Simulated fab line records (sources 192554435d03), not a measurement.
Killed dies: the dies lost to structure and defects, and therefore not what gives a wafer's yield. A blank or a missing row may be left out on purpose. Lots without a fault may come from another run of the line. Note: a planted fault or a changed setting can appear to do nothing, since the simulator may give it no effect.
fab line records -- flow n5_finfet
record lots=7, wafers=21
route steps=1938 shown BEOL_M0_SAQP@676 BEOL_M0_CUTY@701 BEOL_M1@753 BEOL_M2@882 BEOL_M3@960 BEOL_M5@1160 BEOL_M6@1230
start_h: start of the lot's first displayed wafer, in hours after the record's first day -- wait_h: how many hours have passed since the lot's step before this one -- " same as the row above -- L1.1+2: several wafers, shown together as one row -- - no value present, or no start provided -- * or withheld: withheld -- < > ~ a bound
route shown NAME@n: names a module that has steps shown in the file, with the first one's number in the route -- usual: average and standard deviation across the fault-free wafers -- same: alike in all rows -- chamber/n: place in a boat -- sites: each site's reading -- _std_site: standard deviation of those values -- _edge_site: the outer-site mean with the inner-site mean subtracted -- radius_mm: for every site, how far away it sits from the centre of the wafer -- mask NAME#n: copy n -- behind: the tool/chamber that last shaped the wafer -- hold: why the lot was held/for how many hours/how that ended -- device: transistor that didn't switch, given as n, p or np -- end of line: the route-end tests of the same wafers -- for a step that has no rows: nothing shown but its recipe -- killed: not the wafer's yield, but the dies lost to structure and defects at the first sort -- map: a wafer's dies, marking killed ones x, the rest . and places with no die _
set.NAME: the setting that was run; set.NAME@STEP: the one run at that earlier step -- model.NAME: the simulator's own value behind a step, which no gauge read
lots where settings were altered on purpose, with a table for each step and a row for each wafer
## steps
# step N5_BEOL_M0_SAQP_SPACER2_ALD_26
# recipe material=SiO2, target_thk_a=150, temp_c=300, ald_precursor_family=BDEAS, ald_co_reactant=O2-plasma, pulse_time_s=1, purge_time_s=2, co_reactant_purge_time_s=2, pressure_torr=2
lot.wafer,tool,chamber,start_h,wait_h,set.target_thk_a,model.SiO2_of_BEOL_M0_SAQP_SPACER2_ALD_26.thk_nm
L075.2+3+5,ald_sin-04,"2,1,1",120.80,0.2,150,15
L084.3+5+6,ald_sin-04,"2,0,3",171.43,0.1,150,15
L085.1,ald_sin-02,1,176.12,0.1,134,13.4
L085.4+6,ald_sin-02,"2,0",176.12,0.1,150,15
L090.3+4+5,ald_sin-03,"2,1,0",211.53,1.0,150,15
L092.1,ald_sin-04,2,223.62,0.1,163.1,16.4
L092.3,ald_sin-04,1,223.62,0.1,150,14.8
L092.4,ald_sin-04,3,223.62,0.1,150,15
L093.3+5,ald_sin-02,3,228.10,1.6,130.2,13
L093.4,ald_sin-02,1,228.10,1.6,150,15
L096.2+3+5,ald_sin-04,"1,3,1",242.62,0.1,150,15
# step N5_BEOL_M0_SAQP_SPACER2_ETCHBACK_27
# recipe chemistry=CHF3/O2, mode=anisotropic_etchback, target=SiO2, target_depth_a=225, time_s=11.25, pressure_mtorr=30, source_w=650, bias_w=170, Ar_flow_sccm=200, CHF3_flow_sccm=50, O2_flow_sccm=5, ion_energy_ev=200
# step N5_BEOL_M0_SAQP_MANDREL2_REMOVE_110
# recipe chemistry=HBr/Cl2/O2, bt_time_s=10, target=a-Si, stop_on=SiCN, endpoint=OES-SiCl, over_etch_frac=1, icp_w=600, bias_w=30, HBr_flow_sccm=150, Cl2_flow_sccm=80, O2_flow_sccm=5, pressure_mtorr=10
lot.wafer,tool,chamber,start_h,wait_h,set.target_thk_a@BEOL_M0_SAQP_SPACER2_ALD_26,model.BEOL_M0_SAQP.cd_nm
L075.2,rie_si-02,3,121.46,0.1,150,15.2
L075.3+5,rie_si-02,2,121.46,0.1,150,15
L084.3+6,rie_si-02,2,172.06,0.1,150,15
L084.5,rie_si-02,3,172.06,0.1,150,15.2
L085.1,rie_si-06,1,176.80,0.1,134,13.4
L085.4+6,rie_si-06,2,176.80,0.1,150,15
L090.3+5,rie_si-05,2,212.17,0.1,150,15
L090.4,rie_si-05,3,212.17,0.1,150,14.8
L092.1,rie_si-02,0,224.26,0.1,163.1,16.2
L092.3+4,rie_si-02,"1,3",224.26,0.1,150,15
L093.3,rie_si-02,1,228.81,0.1,130.2,13.2
L093.4,rie_si-02,3,228.81,0.1,150,15
L093.5,rie_si-02,0,228.81,0.1,130.2,13
L096.2+5,rie_si-05,3,243.31,0.1,150,15
L096.3,rie_si-05,1,243.31,0.1,150,15.2
# step N5_BEOL_M0_SAQP_CD_MEAS_29
# recipe target_cd_nm=14.4, landing_energy_ev=1000, detector=se_inlens
# usual cd_nm=15.08/0.22
lot.wafer,tool,chamber,start_h,wait_h,set.target_thk_a@BEOL_M0_SAQP_SPACER2_ALD_26,cd_nm
L075.2,cd_sem-03,0,121.57,0.1,150,15.18
L075.3,cd_sem-03,0,121.57,0.1,150,14.85
L075.5,cd_sem-03,0,121.57,0.1,150,15.04
L084.3,cd_sem-03,0,172.17,0.1,150,15.14
L084.5,cd_sem-03,0,172.17,0.1,150,15.22
L084.6,cd_sem-03,0,172.17,0.1,150,15.00
L085.1,cd_sem-03,0,176.91,0.1,134,13.49
L085.4,cd_sem-03,0,176.91,0.1,150,15.09
L085.6,cd_sem-03,0,176.91,0.1,150,14.84
L090.3,cd_sem-01,0,212.28,0.1,150,15.03
L090.4,cd_sem-01,0,212.28,0.1,150,14.84
L090.5,cd_sem-01,0,212.28,0.1,150,15.04
L092.1,cd_sem-02,0,224.37,0.1,163.1,16.41
L092.3,cd_sem-02,0,224.37,0.1,150,15.14
L092.4,cd_sem-02,0,224.37,0.1,150,14.95
L093.3,cd_sem-03,0,228.93,0.1,130.2,13.17
L093.4,cd_sem-03,0,228.93,0.1,150,14.83
L093.5,cd_sem-03,0,228.93,0.1,130.2,13.13
L096.2,cd_sem-03,0,243.42,0.1,150,14.66
L096.3,cd_sem-03,0,243.42,0.1,150,15.05
L096.5,cd_sem-03,0,243.42,0.1,150,15.13
# step N5_BEOL_M0_SAQP_COAT_69
# recipe resist=SOC, temp_c=250, time_s=60, spin_rpm=1500, resist_thk_nm=90
lot.wafer,tool,chamber,start_h,wait_h,set.spin_rpm,model.SOC_of_BEOL_M0_SAQP_COAT_69.thk_nm
L075.2,litho_track-02,0,121.61,0.0,1360,94.2
L075.3,litho_track-02,0,121.61,0.0,1360,94.6
L075.5,litho_track-02,0,121.61,0.0,1500,90
L084.3,litho_track-01,0,172.21,0.0,1500,90
L084.5,litho_track-01,0,172.21,0.0,1500,90.2
L084.6,litho_track-01,0,172.21,0.0,1544,88.8
L085.1,litho_track-01,0,176.95,0.0,1500,90
L085.4,litho_track-01,0,176.95,0.0,1500,90.2
L085.6,litho_track-01,0,176.95,0.0,1500,89.8
L090.3+4+5,litho_track-01,0,212.32,0.0,1500,90
L092.1+3,litho_track-02,0,224.40,0.0,1500,90.4
L092.4,litho_track-02,0,224.40,0.0,1385,93.8
L093.3,litho_track-04,0,228.96,0.0,1500,90
L093.4,litho_track-04,0,228.96,0.0,1500,89.8
L093.5,litho_track-04,0,228.96,0.0,1629,86.2
L096.2,litho_track-02,0,243.46,0.0,1500,90
L096.3+5,litho_track-02,0,243.46,0.0,1626,86.2
# step N5_BEOL_M0_SAQP_COAT_72
# recipe resist=SiARC, temp_c=220, time_s=60, spin_rpm=1500, resist_thk_nm=15
# step N5_BEOL_M0_SAQP_COAT_87
# recipe resist=underlayer, temp_c=205, time_s=60, spin_rpm=1500, resist_thk_nm=5
# step N5_BEOL_M0_SAQP_STRIP_89
# recipe chemistry=N2/H2, temp_c=40, n2_flow_sccm=200, h2_flow_sccm=200, rf_frequency_hz=6e+07
# step N5_BEOL_M0_SAQP_ALD_48
# recipe material=SiO2, target_thk_a=200, temp_c=100, ald_precursor_family=BDEAS, ald_co_reactant=O2-plasma, pulse_time_s=1, co_reactant_pulse_time_s=1, purge_time_s=2, co_reactant_purge_time_s=2, ald_cycles=139, pressure_torr=2
# step N5_BEOL_M0_SAQP_ETCH_49
# recipe chemistry=CF4/O2, target_depth_a=370, target=SiO2, pressure_mtorr=40, source_w=535, bias_w=49, Ar_flow_sccm=100, cf4_flow_sccm=100, O2_flow_sccm=10, ion_energy_ev=100
lot.wafer,tool,chamber,start_h,wait_h,set.spin_rpm@BEOL_M0_SAQP_COAT_69,model.SOC_of_BEOL_M0_SAQP_COAT_69.thk_nm
L075.2,rie_diel-03,3,123.46,0.3,1360,74.4
L075.3,rie_diel-03,1,123.46,0.3,1360,74.8
L075.5,rie_diel-03,3,123.46,0.3,1500,70.2
L084.3+5,rie_diel-01,"2,1",174.77,0.5,1500,71.2
L084.6,rie_diel-01,0,174.77,0.5,1544,69.2
L085.1,rie_diel-04,2,178.28,0.3,1500,70.6
L085.4,rie_diel-04,0,178.28,0.3,1500,71.2
L085.6,rie_diel-04,3,178.28,0.3,1500,70.4
L090.3+4,rie_diel-04,"3,1",213.64,0.3,1500,70.4
L090.5,rie_diel-04,3,213.64,0.3,1500,70.2
L092.1,rie_diel-01,0,226.00,0.3,1500,71
L092.3,rie_diel-01,1,226.00,0.3,1500,71.2
L092.4,rie_diel-01,2,226.00,0.3,1385,75
L093.3,rie_diel-01,2,230.29,0.3,1500,71.4
L093.4,rie_diel-01,0,230.29,0.3,1500,70.4
L093.5,rie_diel-01,0,230.29,0.3,1629,66.8
L096.2,rie_diel-04,2,245.06,0.6,1500,71
L096.3,rie_diel-04,1,245.06,0.6,1626,67
L096.5,rie_diel-04,1,245.06,0.6,1626,66.8
# step N5_BEOL_M0_SAQP_STRIP_75
# recipe chemistry=CF4, resist=SiARC, power_w=300, bias_power_w=75, pressure_mtorr=50, cf4_flow_sccm=150, rf_frequency_hz=6e+07
# step N5_BEOL_M0_CUTY_COAT_50
# recipe resist=SiARC, temp_c=220, time_s=60, spin_rpm=1500, resist_thk_nm=15
# step N5_BEOL_M0_CUTY_DESCUM_61
# recipe chemistry=O2, time_s=7.9, source_power_w=50, bias_power_w=20, pressure_mtorr=20, rf_frequency_hz=2.712e+07, temp_c=40, resist=CAR-ArF-block, o2_flow_sccm=225
# step N5_BEOL_M0_CUTY_ETCH_62
# recipe chemistry=CF4, target=SiARC, mask_material=CAR-ArF-block, time_s=58.5, ion_energy_ev=80, pressure_mtorr=40, source_w=545, bias_w=36, Ar_flow_sccm=100, cf4_flow_sccm=100, ends=cleared
# step N5_BEOL_M0_CUTY_ETCH_63
# recipe chemistry=N2/H2, target=SOC, target_depth_a=827, overetch_a=165, mask_material=SiARC, temp_c=40, ion_energy_ev=200, time_s=124, pressure_mtorr=30, source_w=840, bias_w=150, n2_flow_sccm=200, h2_flow_sccm=200
lot.wafer,tool,chamber,start_h,wait_h,set.spin_rpm@BEOL_M0_SAQP_COAT_69,model.etch.depth_nm
L075.2,rie_diel-05,3,124.00,0.0,1360,74.39
L075.3,rie_diel-05,1,124.00,0.0,1360,74.82
L075.5,rie_diel-05,2,124.00,0.0,1500,70.15
L084.3,rie_diel-02,1,175.35,0.0,1500,71.2
L084.5,rie_diel-02,3,175.35,0.0,1500,71.13
L084.6,rie_diel-02,0,175.35,0.0,1544,69.2
L085.1,rie_diel-02,3,178.94,0.0,1500,70.51
L085.4,rie_diel-02,1,178.94,0.0,1500,71.12
L085.6,rie_diel-02,3,178.94,0.0,1500,70.41
L090.3,rie_diel-02,3,214.35,0.0,1500,70.39
L090.4,rie_diel-02,2,214.35,0.0,1500,70.35
L090.5,rie_diel-02,2,214.35,0.0,1500,70.16
L092.1,rie_diel-06,2,226.68,0.0,1500,70.99
L092.3,rie_diel-06,0,226.68,0.0,1500,71.18
L092.4,rie_diel-06,1,226.68,0.0,1385,75.03
L093.3,rie_diel-06,2,230.83,0.0,1500,71.34
L093.4,rie_diel-06,1,230.83,0.0,1500,70.34
L093.5,rie_diel-06,2,230.83,0.0,1629,66.78
L096.2,rie_diel-02,2,245.59,0.0,1500,70.94
L096.3,rie_diel-02,3,245.59,0.0,1626,67.07
L096.5,rie_diel-02,1,245.59,0.0,1626,66.86
# step N5_BEOL_M1_PECVD_72
# recipe material=SiO2, target_thk_a=160, temp_c=400, precursor=TEOS/O2, pressure_torr=5.5, rf_w=450, teos_flow_sccm=53.8, gas=O2, flow_sccm=3000, time_s=18
lot.wafer,tool,chamber,start_h,wait_h,set.time_s,model.SiO2_of_BEOL_M1_PECVD_72.thk_nm
L075.2+3,pecvd-03,"0,2",129.21,0.0,18,16.2
L075.5,pecvd-03,0,129.21,0.0,18,16
L084.3,pecvd-04,1,180.93,0.0,18,15.8
L084.5,pecvd-04,0,180.93,0.0,19.76,17.8
L084.6,pecvd-04,1,180.93,0.0,18,16.2
L085.1+6,pecvd-04,"0,2",184.75,0.0,15.8,14
L085.4,pecvd-04,0,184.75,0.0,18,16.2
L090.3,pecvd-01,0,222.33,0.1,18,15.8
L090.4+5,pecvd-01,"1,0",222.33,0.1,18,16
L093.3,pecvd-01,1,236.28,0.0,19.75,17
L093.4,pecvd-01,2,236.28,0.0,18,15.6
L093.5,pecvd-01,1,236.28,0.0,18,15.8
L092.1,pecvd-03,0,238.26,0.0,18,15.6
L092.3,pecvd-03,1,238.26,0.0,16.08,14
L092.4,pecvd-03,2,238.26,0.0,16.08,14.4
L096.2+3,pecvd-04,"2,0",250.16,0.0,18,15.6
L096.5,pecvd-04,0,250.16,0.0,18,16
# step N5_BEOL_M2_ALD_98
# recipe material=SiO2, target_thk_a=25, temp_c=100, ald_precursor_family=BDEAS, ald_co_reactant=O2-plasma, pulse_time_s=1, co_reactant_pulse_time_s=1, purge_time_s=2, co_reactant_purge_time_s=2, ald_cycles=17, pressure_torr=2
lot.wafer,tool,chamber,start_h,wait_h,set.ald_cycles,model.SiO2_of_BEOL_M2_ALD_98.thk_nm
L075.2+3,ald_sin-03,"1,0",142.71,0.1,17,2.6
L075.5,ald_sin-03,1,142.71,0.1,18,2.6
L084.3+6,ald_sin-04,0,192.97,0.4,17,2.6
L084.5,ald_sin-04,3,192.97,0.4,18,2.6
L085.1,ald_sin-03,3,196.88,0.1,19,2.8
L085.4+6,ald_sin-03,"2,1",196.88,0.1,17,2.4
L090.3+5,ald_sin-03,"3,0",240.31,0.1,17,2.4
L090.4,ald_sin-03,0,240.31,0.1,17,2.6
L093.3+5,ald_sin-01,2,248.28,0.1,16,2.4
L093.4,ald_sin-01,0,248.28,0.1,17,2.6
L092.1+4,ald_sin-01,"2,0",256.51,0.4,15,2.2
L092.3,ald_sin-01,3,256.51,0.4,17,2.6
L096.2,ald_sin-04,0,259.85,0.1,19,2.8
L096.3+5,ald_sin-04,"2,1",259.85,0.1,17,2.6
# step N5_BEOL_M2_TRENCH_ETCH_37
# recipe chemistry=C4F6/O2, target_depth_a=555.55, target=SiOC, time_s=29.2, ion_energy_ev=250, pressure_mtorr=30, source_w=355, bias_w=185, Ar_flow_sccm=300, C4F6_flow_sccm=10, O2_flow_sccm=10
lot.wafer,tool,chamber,start_h,wait_h,set.source_w,model.etch.depth_nm,model.BEOL_M2.feature_depth_nm
L075.2,rie_diel-06,3,-,-,381.4,56.71,56.8
L075.3+5,rie_diel-06,2,-,-,381.4,55.23,55.2
L085.1,rie_diel-02,3,-,-,417.6,58.91,59
L085.4,rie_diel-02,1,-,-,417.6,59.67,59.6
L085.6,rie_diel-02,2,-,-,355,54.39,54.4
L084.3,rie_diel-06,0,-,-,355,53.94,54
L084.5,rie_diel-06,0,-,-,355,54.29,54.2
L084.6,rie_diel-06,1,-,-,355,55.33,55.4
L090.3,rie_diel-02,1,-,-,355,56.19,56.2
L090.4,rie_diel-02,0,-,-,355,55.76,55.8
L090.5,rie_diel-02,2,-,-,355,55.03,55
L093.3,rie_diel-06,0,-,-,313.4,51.27,51.2
L093.4,rie_diel-06,1,-,-,313.4,52.54,52.6
L093.5,rie_diel-06,1,-,-,355,55.12,55.2
L096.2,rie_diel-02,2,-,-,372.8,54.82,54.8
L096.3,rie_diel-02,1,-,-,372.8,56.54,56.6
L096.5,rie_diel-02,3,-,-,355,54.62,54.6
L092.1,rie_diel-02,1,-,-,355,55.07,55
L092.3,rie_diel-02,0,-,-,327.3,54.04,54
L092.4,rie_diel-02,2,-,-,327.3,52.67,52.6
# step N5_BEOL_M2_ETCH_41
# recipe chemistry=CH3F/O2, target=SiCN, target_depth_a=299, taper_deg=2, time_s=52.5, ion_energy_ev=120, mask_material=TiN, pressure_mtorr=30, source_w=395, bias_w=75, Ar_flow_sccm=150, CH3F_flow_sccm=30, O2_flow_sccm=20
# step N5_BEOL_M2_STRIP_97
# recipe chemistry=N2/H2, time_s=10, power_w=450, temp_c=40, pressure_mtorr=20, rf_frequency_hz=6e+07, bias_power_w=7, n2_flow_sccm=200, h2_flow_sccm=200
# step N5_BEOL_M2_OCD_MEAS_38
# usual trench_depth_nm=54.9/0.94
lot.wafer,tool,chamber,start_h,wait_h,set.source_w@BEOL_M2_TRENCH_ETCH_37,trench_depth_nm
L075.2,ocd-02,-,144.67,-,381.4,56.6
L075.3,ocd-02,-,144.67,-,381.4,54.8
L075.5,ocd-02,-,144.67,-,381.4,55.8
L085.1,ocd-02,-,197.53,-,417.6,58.9
L085.4,ocd-02,-,197.53,-,417.6,59.9
L085.6,ocd-02,-,197.53,-,355,54.3
L084.3,ocd-02,-,204.90,-,355,53.8
L084.5,ocd-02,-,204.90,-,355,55.0
L084.6,ocd-02,-,204.90,-,355,55.3
L090.3,ocd-01,-,257.30,-,355,56.7
L090.4,ocd-01,-,257.30,-,355,55.7
L090.5,ocd-01,-,257.30,-,355,55.6
L093.3,ocd-02,-,267.18,-,313.4,51.3
L093.4,ocd-02,-,267.18,-,313.4,52.4
L093.5,ocd-02,-,267.18,-,355,55.8
L096.2,ocd-01,-,275.49,-,372.8,55.0
L096.3,ocd-01,-,275.49,-,372.8,56.7
L096.5,ocd-01,-,275.49,-,355,54.4
L092.1,ocd-01,-,278.80,-,355,54.9
L092.3,ocd-01,-,278.80,-,327.3,54.2
L092.4,ocd-01,-,278.80,-,327.3,52.4
# step N5_BEOL_M3_COAT_22
# recipe resist=CAR-EUV, spin_rpm=1500, resist_thk_nm=30
lot.wafer,tool,chamber,start_h,wait_h,set.spin_rpm,model.CAR-EUV_of_BEOL_M3_COAT_22.thk_nm
L075.2+3,litho_track-05,0,-,-,1500,29.8
L075.5,litho_track-05,0,-,-,1636,28.8
L085.1+4+6,litho_track-03,0,-,-,1500,30
L084.3,litho_track-05,0,-,-,1500,29.8
L084.5,litho_track-05,0,-,-,1396,31
L084.6,litho_track-05,0,-,-,1396,31.2
L090.3+4+5,litho_track-03,0,-,-,1500,30
L093.3,litho_track-03,0,-,-,1500,30
L093.4+5,litho_track-03,0,-,-,1451,30.6
L096.2,litho_track-02,0,-,-,1500,30
L096.3+5,litho_track-02,0,-,-,1388,31.2
L092.1,litho_track-05,0,-,-,1500,30
L092.3,litho_track-05,0,-,-,1500,30.2
L092.4,litho_track-05,0,-,-,1364,31.4
# step N5_BEOL_M3_EBR_24
# recipe solvent=PGMEA, ebr_width_mm=1.5
# step N5_BEOL_M3_SOFTBAKE_23
# recipe temp_c=110, time_s=60, resist=CAR-EUV
# step N5_BEOL_M3_EXPOSE_25
# recipe mask_id=V2, na=0.33, source_shape=quasar, sigma_inner=0.2, sigma_outer=0.8, polarization=unpolarized, defocus_nm=5, dose_mj=63
# step N5_BEOL_M3_PEB_26
# recipe peb_temp_c=100, peb_time_s=60, resist=CAR-EUV
# step N5_BEOL_M3_DEVELOP_27
# recipe develop_time_s=30, developer=TMAH, resist=CAR-EUV, rinse_liquid=surfactant_rinse, dry=air_spin, dev_temp_c=23
lot.wafer,tool,chamber,start_h,wait_h,set.spin_rpm@BEOL_M3_COAT_22,model.CAR-EUV_of_BEOL_M3_COAT_22.thk_nm
L075.2+3,litho_track-05,0,-,-,1500,29.4
L075.5,litho_track-05,0,-,-,1636,28.2
L085.1+4+6,litho_track-02,0,-,-,1500,29.6
L084.3,litho_track-05,0,-,-,1500,29.4
L084.5+6,litho_track-05,0,-,-,1396,30.6
L090.3+4+5,litho_track-03,0,-,-,1500,29.6
L093.3,litho_track-02,0,-,-,1500,29.6
L093.4+5,litho_track-02,0,-,-,1451,30.2
L096.2,litho_track-03,0,-,-,1500,29.4
L096.3,litho_track-03,0,-,-,1388,30.6
L096.5,litho_track-03,0,-,-,1388,30.8
L092.1+3,litho_track-02,0,-,-,1500,29.6
L092.4,litho_track-02,0,-,-,1364,31
# step N5_BEOL_M5_TRENCH_ETCH_37
# recipe chemistry=C4F6/O2, target_depth_a=716.52, target=SiCOH_lowk, time_s=24.7, ion_energy_ev=250, pressure_mtorr=30, source_w=345, bias_w=185, Ar_flow_sccm=300, C4F6_flow_sccm=10, O2_flow_sccm=10
# usual rf_vpp_V=668/15
lot.wafer,tool,chamber,start_h,wait_h,set.source_w,rf_vpp_V
L075.2,rie_diel-03,3,-,-,345,644
L075.3,rie_diel-03,1,-,-,345,655
L075.5,rie_diel-03,1,-,-,345,655
L085.1,rie_diel-04,0,-,-,345,685
L085.4,rie_diel-04,2,-,-,345,681
L085.6,rie_diel-04,0,-,-,288.3,752
L084.3,rie_diel-04,1,-,-,326.3,693
L084.5,rie_diel-04,0,-,-,326.3,705
L084.6,rie_diel-04,3,-,-,345,687
L090.3,rie_diel-01,2,-,-,345,674
L090.4,rie_diel-01,3,-,-,345,649
L090.5,rie_diel-01,0,-,-,345,665
L093.3,rie_diel-01,0,-,-,345,664
L093.4,rie_diel-01,1,-,-,345,673
L093.5,rie_diel-01,1,-,-,345,673
L096.2,rie_diel-01,2,-,-,325,694
L096.3,rie_diel-01,1,-,-,345,673
L096.5,rie_diel-01,0,-,-,345,663
L092.1,rie_diel-03,2,-,-,387.1,599
L092.3,rie_diel-03,1,-,-,387.1,617
L092.4,rie_diel-03,0,-,-,387.1,625
# step N5_BEOL_M6_DESCUM_33
# recipe chemistry=O2, time_s=7, source_power_w=50, bias_power_w=20, pressure_mtorr=20, rf_frequency_hz=2.712e+07, temp_c=40, resist=CAR-EUV, o2_flow_sccm=225
lot.wafer,tool,chamber,start_h,wait_h,set.time_s,model.CAR-EUV_of_BEOL_M6_COAT_22.thk_nm
L075.2,rie_diel-05,1,190.34,0.0,7,26
L075.3+5,rie_diel-05,"0,3",190.34,0.0,6.165,26.4
L085.1,rie_diel-06,3,273.39,0.0,6.566,26.4
L085.4,rie_diel-06,0,273.39,0.0,7,26
L085.6,rie_diel-06,3,273.39,0.0,7,26.2
L084.3+6,rie_diel-06,"1,2",283.50,0.0,7,26.2
L084.5,rie_diel-06,1,283.50,0.0,7,26
L090.3,rie_diel-06,0,318.95,0.1,7,26
L090.4+5,rie_diel-06,"3,1",318.95,0.1,7,26.2
L093.3+5,rie_diel-02,"1,0",329.58,0.0,7,26.2
L093.4,rie_diel-02,2,329.58,0.0,7.64,26
L096.2,rie_diel-05,2,333.48,0.3,7.71,25.6
L096.3,rie_diel-05,3,333.48,0.3,7.71,25.8
L096.5,rie_diel-05,3,333.48,0.3,7,26
L092.1+3,rie_diel-06,"1,2",335.04,0.0,5.94,26.6
L092.4,rie_diel-06,0,335.04,0.0,7,26
# step N5_BEOL_M6_TRENCH_ETCH_37
# recipe chemistry=C4F6/O2, target_depth_a=944.35, target=SiCOH_lowk, time_s=31.5, ion_energy_ev=250, pressure_mtorr=30, source_w=345, bias_w=185, Ar_flow_sccm=300, C4F6_flow_sccm=10, O2_flow_sccm=10
# usual rf_vpp_V=672/12
lot.wafer,tool,chamber,start_h,wait_h,set.bias_w,rf_vpp_V
L075.2,rie_diel-05,1,-,-,185,679
L075.3,rie_diel-05,0,-,-,185,679
L075.5,rie_diel-05,3,-,-,185,676
L085.1,rie_diel-06,3,-,-,159.7,595
L085.4,rie_diel-06,0,-,-,185,646
L085.6,rie_diel-06,3,-,-,185,669
L084.3,rie_diel-06,1,-,-,185,687
L084.5,rie_diel-06,1,-,-,157.1,602
L084.6,rie_diel-06,2,-,-,185,678
L090.3,rie_diel-06,0,-,-,185,655
L090.4,rie_diel-06,3,-,-,185,667
L090.5,rie_diel-06,1,-,-,185,688
L093.3,rie_diel-02,1,-,-,185,653
L093.4,rie_diel-02,2,-,-,171.1,632
L093.5,rie_diel-02,0,-,-,185,689
L096.2,rie_diel-05,2,-,-,185,663
L096.3,rie_diel-05,3,-,-,185,675
L096.5,rie_diel-05,3,-,-,185,675
L092.1,rie_diel-06,1,-,-,185,687
L092.3,rie_diel-06,2,-,-,185,679
L092.4,rie_diel-06,0,-,-,185,657
## key
split step=N5_BEOL_M0_SAQP_SPACER2_ALD_26, setting=target_thk_a, stated=150, by=wafer
response step=N5_BEOL_M0_SAQP_SPACER2_ALD_26, reading=model.SiO2_of_BEOL_M0_SAQP_SPACER2_ALD_26.thk_nm, change=+0.155, per=1%, r=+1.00
response step=N5_BEOL_M0_SAQP_MANDREL2_REMOVE_110, reading=model.BEOL_M0_SAQP.cd_nm, change=+0.144, per=1%, r=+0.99
response step=N5_BEOL_M0_SAQP_CD_MEAS_29, reading=cd_nm, change=+0.137, per=1%, r=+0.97
split step=N5_BEOL_M0_SAQP_COAT_69, setting=spin_rpm, stated=1500, by=wafer
response step=N5_BEOL_M0_SAQP_COAT_69, reading=model.SOC_of_BEOL_M0_SAQP_COAT_69.thk_nm, change=-0.45, per=1%, r=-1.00
response step=N5_BEOL_M0_SAQP_ETCH_49, reading=model.SOC_of_BEOL_M0_SAQP_COAT_69.thk_nm, change=-0.49, per=1%, r=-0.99
response step=N5_BEOL_M0_CUTY_ETCH_63, reading=model.etch.depth_nm, change=-0.488, per=1%, r=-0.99
split step=N5_BEOL_M1_PECVD_72, setting=time_s, stated=18, by=wafer
response step=N5_BEOL_M1_PECVD_72, reading=model.SiO2_of_BEOL_M1_PECVD_72.thk_nm, change=+0.159, per=1%, r=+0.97
split step=N5_BEOL_M2_ALD_98, setting=ald_cycles, stated=17, by=wafer
response step=N5_BEOL_M2_ALD_98, reading=model.SiO2_of_BEOL_M2_ALD_98.thk_nm, change=+0.0249, per=1%, r=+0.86
split step=N5_BEOL_M2_TRENCH_ETCH_37, setting=source_w, stated=355, by=wafer
response step=N5_BEOL_M2_TRENCH_ETCH_37, reading=model.etch.depth_nm, change=+0.267, per=1%, r=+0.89
response step=N5_BEOL_M2_TRENCH_ETCH_37, reading=model.BEOL_M2.feature_depth_nm, change=+0.269, per=1%, r=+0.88
response step=N5_BEOL_M2_OCD_MEAS_38, reading=trench_depth_nm, change=+0.292, per=1%, r=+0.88
split step=N5_BEOL_M3_COAT_22, setting=spin_rpm, stated=1500, by=wafer
response step=N5_BEOL_M3_COAT_22, reading=model.CAR-EUV_of_BEOL_M3_COAT_22.thk_nm, change=-0.146, per=1%, r=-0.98
response step=N5_BEOL_M3_DEVELOP_27, reading=model.CAR-EUV_of_BEOL_M3_COAT_22.thk_nm, change=-0.156, per=1%, r=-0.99
split step=N5_BEOL_M5_TRENCH_ETCH_37, setting=source_w, stated=345, by=wafer
response step=N5_BEOL_M5_TRENCH_ETCH_37, reading=rf_vpp_V, change=-4.04, per=1%, r=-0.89
split step=N5_BEOL_M6_DESCUM_33, setting=time_s, stated=7, by=wafer
response step=N5_BEOL_M6_DESCUM_33, reading=model.CAR-EUV_of_BEOL_M6_COAT_22.thk_nm, change=-0.0345, per=1%, r=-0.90
split step=N5_BEOL_M6_TRENCH_ETCH_37, setting=bias_w, stated=185, by=wafer
response step=N5_BEOL_M6_TRENCH_ETCH_37, reading=rf_vpp_V, change=+5.01, per=1%, r=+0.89
